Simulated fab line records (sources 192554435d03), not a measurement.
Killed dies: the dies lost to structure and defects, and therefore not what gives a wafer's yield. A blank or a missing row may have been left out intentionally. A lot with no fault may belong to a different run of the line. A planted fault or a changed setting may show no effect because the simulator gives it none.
Which tool was responsible? | flow n5Finfet | 35 wafers from 12 lots sampled at 4 of the route's 1938 steps

WHAT EACH GAUGE READ, for each wafer
N5_PASSIVATION_CD_MEAS_10: the cd target is 3000 nm.
lot  | measured     | on       | cdNm (nm)
L756 | day 13 04:29 | cdSem-03 | 2996.5 3000.6 3001.2
L759 | day 14 18:13 | cdSem-03 | 3002.2 3000.0 3007.9
L760 | day 14 13:29 | cdSem-02 | 2999.4 2998.4 3000.5
L764 | day 15 05:34 | cdSem-03 | 3003.5 3003.9 3006.2
L762 | day 15 18:14 | cdSem-03 | 3000.4 3000.4 3003.4
L766 | day 16 09:03 | cdSem-02 | 3001.3 3004.1 3003.8
L767 | day 16 17:38 | cdSem-01 | 3000.8 2996.5 3000.8
L770 | day 17 08:28 | cdSem-03 | 3000.7 3004.9 3002.1
L769 | day 17 09:20 | cdSem-03 | 3003.0 3002.3 3004.8
L768 | day 18 04:55 | cdSem-03 | 2999.0 3001.7 3000.6
L771 | day 17 07:49 | cdSem-02 | 2996.4 2995.6
L777 | day 21 02:21 | cdSem-03 | 2999.6 2999.2 3001.9

N5_PASSIVATION_OVL_MEAS_63.
lot  | measured     | on         | PAD_OVL (nm)
L756 | day 13 08:11 | overlay-01 | 1 1 2
L759 | day 14 20:10 | overlay-01 | 3 6 9
L760 | day 14 15:01 | overlay-01 | 0 1 -2
L764 | day 15 07:07 | overlay-02 | -2 0 0
L762 | day 15 20:32 | overlay-02 | 12 13 12
L766 | day 16 10:28 | overlay-02 | 8 11 10
L767 | day 16 23:32 | overlay-02 | 8 6 9
L770 | day 17 10:38 | overlay-02 | 5 4 5
L769 | day 17 12:07 | overlay-01 | 3 -1 1
L768 | day 18 06:38 | overlay-02 | -9 -9 -5
L771 | day 17 10:06 | overlay-01 | 3 2
L777 | day 21 03:49 | overlay-01 | -1 4 5

EACH LOT AND THE TOOL THAT RAN IT (in order: tool; ch and the chambers of the sampled wafers; start)
lot  | N5_BEOL_M3_ETCH_69                | N5_PASSIVATION_AL_DEP_21
L756 | rieDiel-06 ch 0,2, day 7 13:52    | pvdSputter-01, day 13 07:39
L759 | rieDiel-02 ch 2,3, day 8 14:53    | pvdSputter-01, day 14 19:40
L760 | rieDiel-03 ch 0,2, day 8 18:16    | pvdSputter-02, day 14 14:23
L764 | rieDiel-03 ch 1,2, day 9 19:04    | pvdSputter-03, day 15 06:29
L762 | rieDiel-02 ch 0,1,2, day 10 03:05 | pvdSputter-03, day 15 19:55
L766 | rieDiel-02 ch 1,3, day 10 09:40   | pvdSputter-03, day 16 09:58
L767 | rieDiel-06 ch 0,2,3, day 10 17:29 | pvdSputter-03, day 16 23:02
L770 | rieDiel-03 ch 0,1, day 10 23:13   | pvdSputter-03, day 17 10:01
L769 | rieDiel-02 ch 0,1,2, day 11 03:23 | pvdSputter-03, day 17 11:37
L768 | rieDiel-06 ch 2,3, day 11 06:59   | pvdSputter-02, day 18 06:08
L771 | rieDiel-02 ch 2,3, day 11 18:49   | pvdSputter-03, day 17 09:28
L777 | rieDiel-06 ch 2,3, day 13 09:16   | pvdSputter-03, day 21 03:19
- N5_BEOL_M3_ETCH_69: etches SiARC in CF4, target depth 15.6 nm, time 26 s.
- N5_PASSIVATION_AL_DEP_21: deposits Al, target thk 2800 nm, time 170 s.

WHAT THE TOOLS THEMSELVES READ (means of the sampled wafers that have a number; where no wafer has one, the mark that the record gives instead)
N5_BEOL_M3_ETCH_69.
lot  | tool       | drypumpMotorCurrentA (A) | etchRfOnTimeS (s) | oesProductAu (a.u.) | rfVppV (V) | showerheadPlenumPTorr (Torr) | throttleValvePct (%)
L756 | rieDiel-06 | 5.6                      | 25.7              | 0.77                | 183.2      | 2.07                         | 15.32
L759 | rieDiel-02 | 5.6                      | 26.7              | 0.63                | 182.5      | 2.07                         | 15.74
L760 | rieDiel-03 | 5.8                      | 27.1              | 0.68                | 184.6      | 2.19                         | 15.55
L764 | rieDiel-03 | 6.1                      | 25.6              | 0.64                | 184.6      | 2.16                         | 15.67
L762 | rieDiel-02 | 5.5                      | 25.3              | 0.68                | 185.5      | 2.16                         | 15.53
L766 | rieDiel-02 | 5.5                      | 25.9              | 0.69                | 184.9      | 2.18                         | 15.53
L767 | rieDiel-06 | 5.7                      | 26.1              | 0.68                | 183.1      | 2.07                         | 15.58
L770 | rieDiel-03 | 6.2                      | 27.1              | 0.69                | 184.0      | 2.17                         | 15.60
L769 | rieDiel-02 | 5.5                      | 25.2              | 0.68                | 184.2      | 2.15                         | 15.54
L768 | rieDiel-06 | 5.8                      | 26.2              | 0.61                | 183.0      | 2.08                         | 15.82
L771 | rieDiel-02 | 5.6                      | 26.5              | 0.62                | 184.0      | 2.08                         | 15.78
L777 | rieDiel-06 | 5.9                      | 26.9              | 0.62                | 182.8      | 2.03                         | 15.76

N5_PASSIVATION_AL_DEP_21.
lot  | tool          | throttleValvePct (%)
L756 | pvdSputter-01 | 29.8
L759 | pvdSputter-01 | 30.1
L760 | pvdSputter-02 | 29.7
L764 | pvdSputter-03 | 30.7
L762 | pvdSputter-03 | 29.6
L766 | pvdSputter-03 | 29.0
L767 | pvdSputter-03 | 29.7
L770 | pvdSputter-03 | 30.1
L769 | pvdSputter-03 | 29.6
L768 | pvdSputter-02 | 29.5
L771 | pvdSputter-03 | 30.5
L777 | pvdSputter-03 | 29.1

THE ANSWER, worked out from the rows above alone
Rule: what is usual is taken from the lots themselves. The widest of any qualifying gaps counts: lots, ordered by their means at a reading, are off when they make up no more than a third of the lots, leave a main group of 4 or more, and stand apart from it by 3 or more times the standard deviation of that group's means. Not used: any main group whose means are identical at the precision the tables above print for the reading. Also off: a lot with no number at a reading for which 4 or more lots have one. The other lots that the step has rows for count as sound. The gauges are gone through in route order, then the tools' own readings, and for those a lot's mean is taken as printed above. At the first step where some lot is off, the reading lying furthest off is the one used; lots without a number count as furthest.
No lot is off on any of the readings shown, so nothing can be concluded from this.

WHAT THE SIMULATOR HAD PUT IN
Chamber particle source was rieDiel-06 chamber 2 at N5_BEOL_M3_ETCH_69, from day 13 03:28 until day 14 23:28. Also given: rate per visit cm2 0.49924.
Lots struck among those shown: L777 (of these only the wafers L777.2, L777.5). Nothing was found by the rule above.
